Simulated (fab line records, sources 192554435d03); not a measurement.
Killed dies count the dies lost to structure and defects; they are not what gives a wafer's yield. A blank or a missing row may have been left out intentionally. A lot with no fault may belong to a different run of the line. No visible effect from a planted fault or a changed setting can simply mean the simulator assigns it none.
Matching of chambers	flow n5-finfet	N5_BEOL_M0_SAQP_DESCUM_19 on rie-diel-04 has 4 sister chambers
The step chemistry O2, time 7.9 s. 4 wafers are shown with their chamber, then 7 later ones without.

## WAFERS WITH THEIR CHAMBER
wafer	chamber	throttle-valve-pct (%)
L080.1	0	20.64
L082.4	1	20.21
L086.1	3	19.98
L086.4	2	20.23

## WAFERS WITH NO CHAMBER GIVEN
wafer	throttle-valve-pct (%)
L086.5	20.66
L089.2	20.25
L089.4	20.68
L089.5	19.99
L093.4	19.88
L093.5	20.26
L093.6	20.00

## WHICH CHAMBER EACH ONE RAN IN
wafer	from the rows above	in truth
L086.5	0	0
L089.2	can't be placed: 2 or 1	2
L089.4	0	0
L089.5	3	3
L093.4	3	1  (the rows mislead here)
L093.5	can't be placed: 2 or 1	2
L093.6	3	3
Correctly placed: 4 of 7. From these rows, 2 cannot be placed; in 2 the true chamber is one of the candidates. Placed wrongly: 1.
How it was worked out, from the rows above alone: a wafer's distance from a chamber is the root of the sum, over the readings, of the square of ((its reading less the chamber's mean) divided by the reading's scatter). If the next closest chamber is less than 2 further off than the closest, the wafer can't be placed; otherwise it belongs to the closest. Each chamber's mean is taken over the wafers shown for it. The scatter (one wafer shown for each chamber): square how far every hidden wafer sits from the nearest shown wafer, average those squares and take the square root.
